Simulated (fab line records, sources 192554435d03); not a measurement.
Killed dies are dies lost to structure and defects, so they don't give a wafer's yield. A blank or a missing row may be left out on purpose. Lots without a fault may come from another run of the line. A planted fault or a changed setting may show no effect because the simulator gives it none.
fab line records | flow n5_finfet
record lots=7 wafers=39
route steps=1938 shown ZERO_LAYER@4 FIN_SAQP@96 SD_EPI_N@278 HKMG_FIN@412 MOL_CONTACT_COAG@559 BEOL_M1@753 BEOL_M3@933 BEOL_M4@1070 BEOL_M5@1183 BEOL_M8@1377 BEOL_M10@1473 BEOL_M12@1656 BEOL_M13@1694 MIM_TOP_ETCH@1853 PASSIVATION@1936
start_h: hours from the record's first day to the start of the lot's first wafer shown | wait_h: hours since the lot's step before | " the same as in the row above | L1.1+2: a row that stands for several wafers | - no value, or no start given | * or withheld: withheld | < > ~ a bound
route shown NAME@n: a module of which the file shows steps, and the number in the route of the first | usual: mean/standard deviation of fault-free wafers | same: alike in all rows | chamber/n: place in a boat | sites: the reading at each site | _std_site: their standard deviation | _edge_site: outer sites' mean less inner sites' | radius_mm: how far each site lies from the wafer's centre | mask NAME#n: copy n | behind: the tool/chamber that last shaped the wafer | hold: why the lot was held/for how many hours/how that ended | device: the transistor (n, p or np) that didn't switch | end of line: the same wafers' tests at the end of the route | a step without rows: its recipe alone | killed: dies lost to structure and defects at the first sort, not the wafer's yield | map: a wafer's dies, x killed, . not, _ none there
set.NAME: the setting as run; set.NAME@STEP: as run at that earlier step | model.NAME: the simulator's own value behind a step, which no gauge read
lots whose settings were changed on purpose; a table a step, a row a wafer
## steps
# step N5_ZERO_LAYER_PECVD_02
# recipe material=SiO2 target_thk_a=100 temp_c=400 precursor=SiH4/N2O pressure_torr=0.75 rf_w=275 time_s=6
# step N5_FIN_SAQP_HM_DEP_03
# recipe material=SiNx target_thk_a=380 temp_c=400 precursor=SiH4/NH3/N2 pressure_torr=1.5 rf_w=300 time_s=33.6
# step N5_SD_EPI_N_ETCH_45
# recipe chemistry=CH3F/O2 target=SiOCN target_depth_a=60 mask_material=SOC ion_energy_ev=60 bias_w=29 pressure_mtorr=15 source_w=410 Ar_flow_sccm=150 CH3F_flow_sccm=30 O2_flow_sccm=20
# step N5_HKMG_FIN_ALD_79
# recipe material=TiN target_thk_a=15 temp_c=400 ald_precursor_family=TiCl4 ald_co_reactant=NH3 pulse_time_s=1 purge_time_s=3 co_reactant_purge_time_s=2 co_reactant_pulse_time_s=2 ald_cycles=68 pressure_torr=3
# step N5_MOL_CONTACT_COAG_ALD_27
# recipe material=SiOC target_thk_a=170 temp_c=400 ald_precursor_family=carbosiloxane ald_co_reactant=H2-plasma pulse_time_s=1.5 time_s=2720 purge_time_s=2 co_reactant_purge_time_s=2 ald_cycles=340 pressure_torr=2
# step N5_BEOL_M1_PECVD_72
# recipe material=SiO2 target_thk_a=160 temp_c=400 precursor=TEOS/O2 pressure_torr=5.5 rf_w=450 teos_flow_sccm=53.8 gas=O2 flow_sccm=3000 time_s=18
# step N5_BEOL_M3_PECVD_72
# step N5_BEOL_M4_TRENCH_ETCH_37
# recipe chemistry=C4F6/O2 target_depth_a=555.55 target=SiOC time_s=29.2 ion_energy_ev=250 pressure_mtorr=30 source_w=355 bias_w=185 Ar_flow_sccm=300 C4F6_flow_sccm=10 O2_flow_sccm=10
# step N5_BEOL_M5_SPUTTER_90
# recipe material=Cu target_thk_a=45 temp_c=-20 chamber_pressure_pa=0.07 power_w=withheld time_s=8.29
# step N5_BEOL_M8_TRENCH_ETCH_37
# recipe chemistry=C4F6/O2 target_depth_a=934.78 target=SiCOH_lowk time_s=31.2 ion_energy_ev=250 pressure_mtorr=30 source_w=345 bias_w=185 Ar_flow_sccm=300 C4F6_flow_sccm=10 O2_flow_sccm=10
# step N5_BEOL_M10_PECVD_70
# recipe material=SiO2 target_thk_a=200 temp_c=400 precursor=TEOS/O2 pressure_torr=5.5 rf_w=450 teos_flow_sccm=53.8 gas=O2 flow_sccm=3000 time_s=22.7
# step N5_BEOL_M12_DEP_53
# recipe material=SiCN target_thk_a=300 temp_c=withheld precursor=3MS/NH3 pressure_torr=3 rf_w=675 time_s=10.5
# step N5_BEOL_M13_ETCH_68
# recipe chemistry=N2/H2 target=SOC mask_material=SiARC source_w=3000 bias_w=350 temp_c=40 time_s=355 ion_energy_ev=200 pressure_mtorr=30 n2_flow_sccm=200 h2_flow_sccm=200
# step N5_MIM_TOP_ETCH_PECVD_03
# recipe material=SiNx target_thk_a=200 temp_c=400 precursor=SiH4/NH3/N2 pressure_torr=1.5 rf_w=300 time_s=17.6
# step N5_PASSIVATION_PROBE_49
# usual killed_at_M4_up=14/5.7
# columns lot.wafer tool chamber start_h wait_h set.time_s@ZERO_LAYER_PECVD_02 set.target_thk_a@FIN_SAQP_HM_DEP_03 set.target_depth_a@SD_EPI_N_ETCH_45 set.ald_cycles@HKMG_FIN_ALD_79 set.time_s@MOL_CONTACT_COAG_ALD_27 set.time_s@BEOL_M1_PECVD_72 set.time_s@BEOL_M3_PECVD_72 set.target_depth_a@BEOL_M4_TRENCH_ETCH_37 set.target_thk_a@BEOL_M5_SPUTTER_90 set.target_depth_a@BEOL_M8_TRENCH_ETCH_37 set.time_s@BEOL_M10_PECVD_70 set.target_thk_a@BEOL_M12_DEP_53 set.time_s@BEOL_M13_ETCH_68 set.time_s@MIM_TOP_ETCH_PECVD_03 killed_at_M4_up
L075.1 prober-01 - 272.48 0.0 2.475 380 60 68 2720 18 23.39 555.55 21.27 1278 22.7 385.5 498.7 9.625 18
L075.2 prober-01 - 272.53 0.1 6 380 60 38 2091 18 23.39 243.1 45 934.78 22.7 300 498.7 17.6 1111
L075.3 prober-01 - 272.58 0.1 2.475 380 88.41 38 2720 24.48 23.39 555.55 45 1278 22.7 385.5 355 17.6 12
L075.4 prober-01 - 272.63 0.2 6 380 60 68 2091 24.48 18 555.55 21.27 934.78 22.7 300 355 17.6 23
L075.5 prober-01 - 272.68 0.2 6 380 88.41 68 2720 18 18 243.1 21.27 1278 22.7 300 498.7 9.625 1100
L075.6 prober-01 - 272.73 0.3 2.475 380 88.41 38 2091 24.48 18 243.1 45 934.78 22.7 385.5 355 9.625 1124
L080.1 prober-01 - 316.64 0.0 6 168.7 28.48 68 4068 25.73 21.7 555.55 45 934.78 22.7 300 355 17.6 26
L080.2 prober-01 - 316.69 0.1 9.455 380 28.48 53 4068 18 18 555.55 53.75 741.5 22.7 300 431.4 24.03 32
L080.3 prober-01 - 316.74 0.1 9.455 168.7 28.48 53 2720 18 18 555.55 45 934.78 22.7 423.7 355 24.03 23
L080.4 prober-01 - 316.79 0.2 9.455 168.7 60 68 2720 25.73 18 744.6 53.75 741.5 22.7 423.7 355 17.6 16
L080.5 prober-01 - 316.84 0.2 6 380 60 68 2720 18 21.7 744.6 45 741.5 22.7 300 431.4 17.6 13
L080.6 prober-01 - 316.89 0.3 6 380 60 53 4068 25.73 21.7 744.6 53.75 934.78 22.7 423.7 431.4 24.03 22
L079.1 prober-01 - 317.93 0.7 6 380 60 68 2720 18 18 555.55 45 934.78 22.7 300 355 17.6 15
L079.3 prober-01 - 318.03 0.8 6 380 60 68 2720 18 18 555.55 45 934.78 22.7 300 355 17.6 13
L079.6 prober-01 - 318.18 1.0 6 380 60 68 2720 18 18 555.55 45 934.78 22.7 300 355 17.6 15
L083.1 prober-01 - 324.50 0.0 6 539.4 60 37 2720 21.09 23.39 555.55 23.08 934.78 22.7 142.5 355 21.4 16
L083.2 prober-01 - 324.55 0.1 4.466 539.4 60 37 4150 18 23.39 320.5 45 751.6 30.26 300 355 17.6 894
L083.3 prober-01 - 324.60 0.1 4.466 539.4 85.5 68 2720 18 23.39 555.55 45 934.78 22.7 300 281.5 17.6 16
L083.4 prober-01 - 324.65 0.2 6 380 85.5 37 2720 21.09 18 320.5 45 751.6 22.7 142.5 281.5 17.6 884
L083.5 prober-01 - 324.70 0.2 4.466 380 60 68 4150 21.09 18 555.55 23.08 751.6 30.26 300 281.5 21.4 10
L083.6 prober-01 - 324.75 0.3 6 380 85.5 68 4150 18 18 320.5 23.08 934.78 30.26 142.5 355 21.4 761
L084.1 prober-02 - 336.14 0.0 6 310.3 39.38 68 3292 18 18 674.3 45 553.8 22.7 300 510.8 17.6 164
L084.2 prober-02 - 336.19 0.1 6 380 60 43 2720 18 13.95 555.55 37.21 934.78 11.62 300 510.8 12.66 9
L084.3 prober-02 - 336.24 0.1 4.31 380 60 68 2720 14.37 18 555.55 45 553.8 11.62 155.3 355 17.6 182
L084.4 prober-02 - 336.29 0.2 6 380 39.38 68 3292 18 13.95 555.55 45 934.78 22.7 155.3 355 17.6 4
L084.5 prober-02 - 336.34 0.2 4.31 310.3 39.38 43 2720 14.37 18 674.3 37.21 934.78 11.62 300 355 12.66 13
L084.6 prober-02 - 336.39 0.3 4.31 310.3 60 43 3292 14.37 13.95 674.3 37.21 553.8 22.7 155.3 510.8 12.66 181
L092.1 prober-01 - 374.46 0.0 8.678 291.3 28.41 68 2720 23.14 9.28 555.55 45 934.78 22.7 177.9 239.3 17.6 11
L092.2 prober-01 - 374.51 0.1 6 380 60 68 2720 23.14 9.28 555.55 45 450.1 30.32 177.9 355 17.6 990
L092.3 prober-01 - 374.56 0.1 8.678 291.3 28.41 68 2720 18 9.28 555.55 45 450.1 22.7 300 355 17.6 1007
L092.4 prober-01 - 374.61 0.2 6 291.3 60 68 2720 18 18 555.55 45 450.1 22.7 177.9 239.3 9.59 912
L092.5 prober-01 - 374.66 0.2 8.678 380 60 68 2720 18 18 555.55 45 934.78 30.32 300 355 9.59 12
L092.6 prober-01 - 374.71 0.3 6 380 28.41 68 2720 23.14 18 555.55 45 934.78 30.32 300 239.3 9.59 5
L093.1 prober-02 - 387.36 0.0 3.865 380 60 68 2720 18 18 555.55 45 934.78 18.91 300 355 21.71 8
L093.2 prober-02 - 387.41 0.1 6 601.1 60 105 1344 18 12.5 555.55 25.47 934.78 18.91 300 355 17.6 22
L093.3 prober-02 - 387.46 0.1 6 601.1 60 68 1344 18 18 555.55 25.47 934.78 22.7 300 355 21.71 16
L093.4 prober-02 - 387.51 0.2 6 380 60 68 2720 18 12.5 555.55 25.47 934.78 22.7 300 355 21.71 16
L093.5 prober-02 - 387.56 0.2 3.865 601.1 60 105 2720 18 18 555.55 45 934.78 22.7 300 355 17.6 14
L093.6 prober-02 - 387.61 0.3 3.865 380 60 105 1344 18 12.5 555.55 45 934.78 18.91 300 355 17.6 9
# killed by level:class
L075.1 MOL_CONTACT_COAG:geometric_particle:open=17 BEOL_M0_SAQP:geometric_particle:open=12 BEOL_M0_SAQP:geometric_particle:short=12 BEOL_M4:geometric_particle:open=9 BEOL_M1:geometric_particle:open=6 FIN_SAQP:geometric_particle:open=5 STI_FIN_REVEAL:geometric_particle:open=5 FIN_SAQP:geometric_particle:short=4
L075.2 BEOL_M4:area_ecd=1105 BEOL_M1:geometric_particle:open=10 MOL_CONTACT_COAG:geometric_particle:open=8 BEOL_M0_SAQP:geometric_particle:open=8 STI_FIN_REVEAL:geometric_particle:open=7 GATE_CUT:geometric_particle:short=6 BEOL_M0:geometric_particle:open=6 FIN_SAQP:geometric_particle:open=5
L075.3 BEOL_M0_SAQP:geometric_particle:short=12 MOL_CONTACT_COAG:geometric_particle:open=11 GATE_CUT:geometric_particle:short=10 BEOL_M0_SAQP:geometric_particle:open=9 BEOL_M1:geometric_particle:open=9 STI_FIN_REVEAL:geometric_particle:open=7 BEOL_M4:geometric_particle:open=7 FIN_SAQP:geometric_particle:open=6
L075.4 BEOL_M0_SAQP:geometric_particle:short=15 FIN_SAQP:geometric_particle:open=11 BEOL_M4:geometric_particle:open=10 FIN_SAQP:geometric_particle:short=8 MOL_CONTACT_COAG:geometric_particle:open=8 STI_FIN_REVEAL:geometric_particle:open=6 BEOL_M0_SAQP:geometric_particle:open=6 BEOL_M1:geometric_particle:open=5
L075.5 BEOL_M4:area_ecd=1082 BEOL_M0_SAQP:geometric_particle:short=14 BEOL_M4:geometric_particle:open=13 BEOL_M0_SAQP:geometric_particle:open=11 FIN_SAQP:geometric_particle:open=6 FIN_SAQP:geometric_particle:short=6 STI_FIN_REVEAL:geometric_particle:open=6 MOL_CONTACT_COAG:geometric_particle:open=6
L075.6 BEOL_M4:area_ecd=1105 BEOL_M4:geometric_particle:open=11 BEOL_M0_SAQP:geometric_particle:short=10 BEOL_M0_SAQP:geometric_particle:open=9 BEOL_M4:geometric_particle:short=6 FIN_SAQP:geometric_particle:open=5 GATE_CUT:geometric_particle:short=4 FIN_SAQP:geometric_particle:short=3
L080.1 BEOL_M4:geometric_particle:open=12 STI_FIN_REVEAL:geometric_particle:open=10 GATE_CUT:geometric_particle:short=5 MOL_CONTACT_COAG:geometric_particle:open=5 BEOL_M3:geometric_particle:open=5 BEOL_M5:geometric_particle:open=5 BEOL_M0_SAQP:geometric_particle:short=4 BEOL_M0_SAQP:geometric_particle:open=4
L080.2 MIM_TOP_ETCH:area_pecvd=1075 BEOL_M4:geometric_particle:open=19 FIN_SAQP:geometric_particle:open=7 DUMMY_GATE:geometric_particle:open=6 GATE_CUT:geometric_particle:short=6 STI_FIN_REVEAL:geometric_particle:open=5 MOL_CONTACT_COAG:geometric_particle:open=5 BEOL_M0_SAQP:geometric_particle:short=5
L080.3 MIM_TOP_ETCH:area_pecvd=1076 BEOL_M0_SAQP:geometric_particle:open=13 STI_FIN_REVEAL:geometric_particle:open=9 BEOL_M4:geometric_particle:open=9 BEOL_M5:geometric_particle:open=9 GATE_CUT:geometric_particle:short=7 MOL_CONTACT_COAG:geometric_particle:open=7 BEOL_M0_SAQP:geometric_particle:short=6
L080.4 BEOL_M0_SAQP:geometric_particle:short=11 BEOL_M2:geometric_particle:open=10 BEOL_M0_SAQP:geometric_particle:open=8 BEOL_M4:geometric_particle:open=8 STI_FIN_REVEAL:geometric_particle:open=7 FIN_SAQP:geometric_particle:open=6 MOL_CONTACT_COAG:geometric_particle:open=6 FIN_SAQP:geometric_particle:short=5
L080.5 MOL_CONTACT_COAG:geometric_particle:open=17 GATE_CUT:geometric_particle:short=11 STI_FIN_REVEAL:geometric_particle:open=9 MOL_CONTACT_COAG:geometric_particle:short=5 BEOL_M0_SAQP:geometric_particle:open=5 BEOL_M1:geometric_particle:open=5 BEOL_M0_SAQP:geometric_particle:short=4 PAD_METAL:geometric_particle:short=4
L080.6 MIM_TOP_ETCH:area_pecvd=1073 MOL_CONTACT_COAG:geometric_particle:open=11 STI_FIN_REVEAL:geometric_particle:open=10 BEOL_M4:geometric_particle:open=9 BEOL_M0_SAQP:geometric_particle:open=6 BEOL_M0_SAQP:geometric_particle:short=6 BEOL_M1:geometric_particle:open=6 BEOL_M2:geometric_particle:open=6
L079.1 STI_FIN_REVEAL:geometric_particle:open=17 FIN_SAQP:geometric_particle:open=12 BEOL_M0_SAQP:geometric_particle:open=10 FIN_SAQP:geometric_particle:short=7 MOL_CONTACT_COAG:geometric_particle:open=6 BEOL_M0_SAQP:geometric_particle:short=6 BEOL_M2:geometric_particle:open=6 STI_FIN_REVEAL:geometric_particle:short=5
L079.3 FIN_SAQP:geometric_particle:short=11 STI_FIN_REVEAL:geometric_particle:open=8 FIN_SAQP:geometric_particle:open=7 MOL_CONTACT_COAG:geometric_particle:open=7 BEOL_M0_SAQP:geometric_particle:open=5 BEOL_M0_SAQP:geometric_particle:short=5 BEOL_M2:geometric_particle:open=5 BEOL_M4:geometric_particle:open=5
L079.6 MOL_CONTACT_COAG:geometric_particle:open=15 STI_FIN_REVEAL:geometric_particle:open=9 BEOL_M0_SAQP:geometric_particle:open=8 BEOL_M4:geometric_particle:open=8 FIN_SAQP:geometric_particle:open=7 MOL_CONTACT_COAG:geometric_particle:short=7 BEOL_M2:geometric_particle:open=6 STI_FIN_REVEAL:geometric_particle:short=4
L083.1 BEOL_M0_SAQP:geometric_particle:open=15 STI_FIN_REVEAL:geometric_particle:open=10 BEOL_M0_SAQP:geometric_particle:short=10 MOL_CONTACT_COAG:geometric_particle:open=7 FIN_SAQP:geometric_particle:open=6 FIN_SAQP:geometric_particle:short=6 BEOL_M4:geometric_particle:open=5 GATE_CUT:geometric_particle:short=4
L083.2 BEOL_M4:area_ecd=874 STI_FIN_REVEAL:geometric_particle:open=14 MOL_CONTACT_COAG:geometric_particle:open=11 BEOL_M4:geometric_particle:open=9 BEOL_M3:geometric_particle:open=8 FIN_SAQP:geometric_particle:open=6 BEOL_M0_SAQP:geometric_particle:open=4 DUMMY_GATE:geometric_particle:open=3
L083.3 MOL_CONTACT_COAG:geometric_particle:open=15 STI_FIN_REVEAL:geometric_particle:open=7 BEOL_M3:geometric_particle:open=6 STARTING-WAFER:geometric_particle:open=5 BEOL_M0_SAQP:geometric_particle:short=4 BEOL_M2:geometric_particle:open=4 HKMG_FIN:area_etch=4 MOL_CONTACT_COAG:geometric_particle:short=3
L083.4 BEOL_M4:area_ecd=873 BEOL_M0_SAQP:geometric_particle:open=9 STI_FIN_REVEAL:geometric_particle:open=7 BEOL_M0_SAQP:geometric_particle:short=7 FIN_SAQP:geometric_particle:open=5 FIN_SAQP:geometric_particle:short=5 DUMMY_GATE:geometric_particle:open=5 BEOL_M2:geometric_particle:open=3
L083.5 BEOL_M0_SAQP:geometric_particle:short=10 BEOL_M0_SAQP:geometric_particle:open=9 BEOL_M2:geometric_particle:open=8 MOL_CONTACT_COAG:geometric_particle:open=7 DUMMY_GATE:geometric_particle:open=7 FIN_SAQP:geometric_particle:open=6 STI_FIN_REVEAL:geometric_particle:open=6 BEOL_M1:geometric_particle:short=4
L083.6 BEOL_M4:area_ecd=746 BEOL_M0_SAQP:geometric_particle:open=17 FIN_SAQP:geometric_particle:open=14 BEOL_M0_SAQP:geometric_particle:short=14 MOL_CONTACT_COAG:geometric_particle:open=12 FIN_SAQP:geometric_particle:short=10 STI_FIN_REVEAL:geometric_particle:open=7 BEOL_M3:geometric_particle:open=5
L084.1 BEOL_M8:area_ecd=160 FIN_SAQP:geometric_particle:short=20 FIN_SAQP:geometric_particle:open=17 BEOL_M1:geometric_particle:open=13 STI_FIN_REVEAL:geometric_particle:open=10 MOL_CONTACT_COAG:geometric_particle:open=8 BEOL_M3:geometric_particle:open=6 GATE_CUT:geometric_particle:open=4
L084.2 FIN_SAQP:geometric_particle:short=8 FIN_SAQP:geometric_particle:open=7 BEOL_M2:geometric_particle:open=7 BEOL_M1:geometric_particle:open=6 DUMMY_GATE:geometric_particle:open=5 MIM_BOT:geometric_particle:open=5 STI_FIN_REVEAL:geometric_particle:open=4 MOL_CONTACT_COAG:geometric_particle:open=4
L084.3 BEOL_M8:area_ecd=180 FIN_SAQP:geometric_particle:short=19 FIN_SAQP:geometric_particle:open=15 MOL_CONTACT_COAG:geometric_particle:open=11 DUMMY_GATE:geometric_particle:open=7 BEOL_M2:geometric_particle:open=7 STI_FIN_REVEAL:geometric_particle:open=6 MOL_CONTACT_COAG:geometric_particle:short=5
L084.4 FIN_SAQP:geometric_particle:open=17 FIN_SAQP:geometric_particle:short=15 MOL_CONTACT_COAG:geometric_particle:open=8 BEOL_M1:geometric_particle:open=7 BEOL_M2:geometric_particle:open=4 DUMMY_GATE:geometric_particle:open=4 SPACER0:geometric_particle:short=4 MOL_CONTACT_COAG:geometric_particle:short=4
L084.5 FIN_SAQP:geometric_particle:short=12 FIN_SAQP:geometric_particle:open=10 STI_FIN_REVEAL:geometric_particle:open=9 MOL_CONTACT_COAG:geometric_particle:open=9 STI_FIN_REVEAL:geometric_particle:short=6 BEOL_M1:geometric_particle:open=6 GATE_CUT:geometric_particle:short=5 BEOL_M2:geometric_particle:open=4
L084.6 BEOL_M8:area_ecd=176 FIN_SAQP:geometric_particle:short=16 FIN_SAQP:geometric_particle:open=13 MOL_CONTACT_COAG:geometric_particle:open=11 BEOL_M3:geometric_particle:open=9 MOL_CONTACT_COAG:geometric_particle:short=6 DUMMY_GATE:geometric_particle:open=5 GATE_CUT:geometric_particle:open=5
L092.1 BEOL_M3:geometric_particle:open=18 FIN_SAQP:geometric_particle:short=11 MOL_CONTACT_COAG:geometric_particle:open=9 FIN_SAQP:geometric_particle:open=8 BEOL_M0_SAQP:geometric_particle:open=8 DUMMY_GATE:geometric_particle:open=4 BEOL_M4:geometric_particle:open=4 ILD0:geometric_particle:short=3
L092.2 BEOL_M8:area_ecd=978 FIN_SAQP:geometric_particle:short=30 FIN_SAQP:geometric_particle:open=19 BEOL_M0_SAQP:geometric_particle:short=14 BEOL_M0_SAQP:geometric_particle:open=10 STI_FIN_REVEAL:geometric_particle:open=8 BEOL_M3:geometric_particle:open=8 BEOL_M1:geometric_particle:open=7
L092.3 BEOL_M8:area_ecd=999 BEOL_M3:geometric_particle:open=15 BEOL_M0_SAQP:geometric_particle:short=13 FIN_SAQP:geometric_particle:open=9 FIN_SAQP:geometric_particle:short=8 BEOL_M0_SAQP:geometric_particle:open=7 STI_FIN_REVEAL:geometric_particle:open=6 GATE_CUT:geometric_particle:short=6
L092.4 BEOL_M8:area_ecd=895 BEOL_M0_SAQP:geometric_particle:short=17 BEOL_M1:geometric_particle:open=11 BEOL_M0_SAQP:geometric_particle:open=10 FIN_SAQP:geometric_particle:short=8 BEOL_M3:geometric_particle:open=8 MOL_CONTACT_COAG:geometric_particle:open=6 BEOL_M8:geometric_particle:open=6
L092.5 FIN_SAQP:geometric_particle:short=16 BEOL_M0_SAQP:geometric_particle:open=15 FIN_SAQP:geometric_particle:open=14 BEOL_M3:geometric_particle:open=14 BEOL_M0_SAQP:geometric_particle:short=9 BEOL_M1:geometric_particle:open=6 BEOL_M2:geometric_particle:open=6 STI_FIN_REVEAL:geometric_particle:open=5
L092.6 FIN_SAQP:geometric_particle:short=17 GATE_CUT:geometric_particle:short=10 FIN_SAQP:geometric_particle:open=8 BEOL_M0_SAQP:geometric_particle:short=6 STI_FIN_REVEAL:geometric_particle:open=5 BEOL_M0_SAQP:geometric_particle:open=5 BEOL_M1:geometric_particle:open=5 BEOL_M3:geometric_particle:open=5
L093.1 STI_FIN_REVEAL:geometric_particle:open=14 MOL_CONTACT_COAG:geometric_particle:open=14 FIN_SAQP:geometric_particle:open=10 GATE_CUT:geometric_particle:open=7 BEOL_M1:geometric_particle:open=7 GATE_CUT:geometric_particle:short=7 BEOL_M2:geometric_particle:open=6 BEOL_M3:geometric_particle:open=6
L093.2 STI_FIN_REVEAL:geometric_particle:open=14 BEOL_M4:geometric_particle:open=12 FIN_SAQP:geometric_particle:short=10 FIN_SAQP:geometric_particle:open=9 MOL_CONTACT_COAG:geometric_particle:open=6 BEOL_M2:geometric_particle:open=5 BEOL_M8:geometric_particle:open=5 BEOL_M0_SAQP:geometric_particle:open=4
L093.3 FIN_SAQP:geometric_particle:open=14 BEOL_M3:geometric_particle:open=10 BEOL_M2:geometric_particle:open=10 DUMMY_GATE:geometric_particle:open=7 BEOL_M4:geometric_particle:open=7 FIN_SAQP:geometric_particle:short=6 GATE_CUT:geometric_particle:open=6 GATE_CUT:geometric_particle:short=6
L093.4 MOL_CONTACT_COAG:geometric_particle:open=12 FIN_SAQP:geometric_particle:short=9 BEOL_M4:geometric_particle:open=8 BEOL_M0_SAQP:geometric_particle:open=7 STI_FIN_REVEAL:geometric_particle:open=5 GATE_CUT:geometric_particle:short=5 BEOL_M1:geometric_particle:open=4 BEOL_M1:geometric_particle:short=4
L093.5 FIN_SAQP:geometric_particle:open=9 BEOL_M2:geometric_particle:open=9 BEOL_M4:geometric_particle:open=7 BEOL_M3:geometric_particle:open=7 FIN_SAQP:geometric_particle:short=5 STI_FIN_REVEAL:geometric_particle:open=5 BEOL_M0_SAQP:geometric_particle:open=3 BEOL_M0:geometric_particle:open=3
L093.6 MOL_CONTACT_COAG:geometric_particle:open=13 FIN_SAQP:geometric_particle:open=9 STI_FIN_REVEAL:geometric_particle:open=8 GATE_CUT:geometric_particle:short=6 FIN_SAQP:geometric_particle:short=4 GATE_CUT:geometric_particle:open=4 BEOL_M4:geometric_particle:open=4 PAD_METAL:geometric_particle:short=4
## key
split step=N5_ZERO_LAYER_PECVD_02 setting=time_s stated_as=6
response none clear
split step=N5_FIN_SAQP_HM_DEP_03 setting=target_thk_a stated_as=380
response none clear
split step=N5_SD_EPI_N_ETCH_45 setting=target_depth_a stated_as=60
response none clear
split step=N5_HKMG_FIN_ALD_79 setting=ald_cycles stated_as=68
response none clear
split step=N5_MOL_CONTACT_COAG_ALD_27 setting=time_s stated_as=2720
response none clear
split step=N5_BEOL_M1_PECVD_72 setting=time_s stated_as=18
response none clear
split step=N5_BEOL_M3_PECVD_72 setting=time_s stated_as=18
response none clear
split step=N5_BEOL_M4_TRENCH_ETCH_37 setting=target_depth_a stated_as=555.55
response step=N5_PASSIVATION_PROBE_49 reading=killed_at_M4_up slope=-14.6 per=1% together_with=all explained=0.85
split step=N5_BEOL_M5_SPUTTER_90 setting=target_thk_a stated_as=45
response none clear
split step=N5_BEOL_M8_TRENCH_ETCH_37 setting=target_depth_a stated_as=934.78
response none clear
split step=N5_BEOL_M10_PECVD_70 setting=time_s stated_as=22.7
response none clear
split step=N5_BEOL_M12_DEP_53 setting=target_thk_a stated_as=300
response none clear
split step=N5_BEOL_M13_ETCH_68 setting=time_s stated_as=355
response none clear
split step=N5_MIM_TOP_ETCH_PECVD_03 setting=time_s stated_as=17.6
response none clear
